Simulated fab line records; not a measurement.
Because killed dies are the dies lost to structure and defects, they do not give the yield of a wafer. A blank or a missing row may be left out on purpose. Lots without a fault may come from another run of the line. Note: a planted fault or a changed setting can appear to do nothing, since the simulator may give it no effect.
Chamber matching    flow nand_harc    NHARC_A_M0_ETCH_15 on rie_diel-12: 4 sister chambers
The step etches the open film in C4F8/Ar, target depth 150 nm, overetch 15 nm, time 82.5 s. 4 wafers are shown with their chamber, then 8 later ones without.

== WAFERS, EACH WITH ITS CHAMBER ==
wafer   chamber  rf_vpp_V (V)
L436.5  2        444
L436.6  3        445
L441.3  1        444
L440.2  0        435

== WAFERS WITHOUT THEIR CHAMBER ==
wafer   rf_vpp_V (V)
L440.5  444
L440.6  445
L443.2  437
L443.3  443
L443.5  444
L450.1  444
L450.2  446
L450.5  435

== EACH ONE'S CHAMBER ==
wafer   from the rows above           in truth
L440.5  can't be placed: 1 or 2 or 3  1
L440.6  can't be placed: 3 or 1 or 2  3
L443.2  0                             0
L443.3  can't be placed: 1 or 2 or 3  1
L443.5  can't be placed: 1 or 2 or 3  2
L450.1  can't be placed: 1 or 2 or 3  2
L450.2  can't be placed: 3 or 1 or 2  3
L450.5  0                             0
Placed correctly: 2 of 8. Can't be placed from these rows: 6 (the true chamber is among the candidates in 6). Wrongly placed: 0.
How it was worked out, from the rows above alone: a wafer's distance from a chamber is the root of the sum, over the readings, of the square of ((its reading less the chamber's mean) divided by the reading's scatter). The wafer belongs to the nearest chamber; if the next one is less than 2 further off, it can't be placed. Each chamber's mean is taken over the wafers shown for it. The scatter: with one shown wafer a chamber, the root of the mean of the squares of how far each hidden wafer lies from its nearest shown one.
